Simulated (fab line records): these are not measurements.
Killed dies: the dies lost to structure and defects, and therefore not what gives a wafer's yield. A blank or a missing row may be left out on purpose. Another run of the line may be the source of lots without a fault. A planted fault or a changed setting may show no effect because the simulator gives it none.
Chamber matching ; flow n5-finfet ; N5_SPACER0_ALD_07 on ald-sin-03 has 4 sister chambers
The step deposits SiNx, target thk 2 nm. 4 wafers are shown with their chamber, then 11 later ones without.

EACH WAFER AND ITS CHAMBER
wafer;chamber;heater-power-w (W)
L084.2;0;925
L092.1;3;933
L092.2;2;965
L096.1;1;748

WAFERS WITHOUT THEIR CHAMBER
wafer;heater-power-w (W)
L096.2;950
L096.3;912
L096.4;950
L096.5;936
L096.6;938
L097.1;923
L097.2;979
L097.3;760
L097.4;915
L097.5;770
L097.6;974

WHICH CHAMBER EACH WENT THROUGH
wafer;from the rows above;in truth
L096.2;can't be placed: 2 or 3 or 0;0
L096.3;can't be placed: 0 or 3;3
L096.4;can't be placed: 2 or 3 or 0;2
L096.5;can't be placed: 3 or 0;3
L096.6;can't be placed: 3 or 0 or 2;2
L097.1;can't be placed: 0 or 3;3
L097.2;2;2
L097.3;1;1
L097.4;can't be placed: 0 or 3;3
L097.5;1;1
L097.6;2;2
Correctly placed: 4 of 11. From these rows, 7 cannot be placed; in 7 the true chamber is one of the candidates. Placed wrongly: 0.
How it was worked out, from the rows above alone: a wafer's distance from a chamber is the root of the sum, over the readings, of the square of ((its reading less the chamber's mean) divided by the reading's scatter). If the next closest chamber is less than 2 further off than the closest, the wafer can't be placed; otherwise it belongs to the closest. Each chamber's mean is taken over the wafers shown for it. The scatter: root of mean squared gap, hidden wafer to nearest shown wafer, with one shown wafer a chamber.
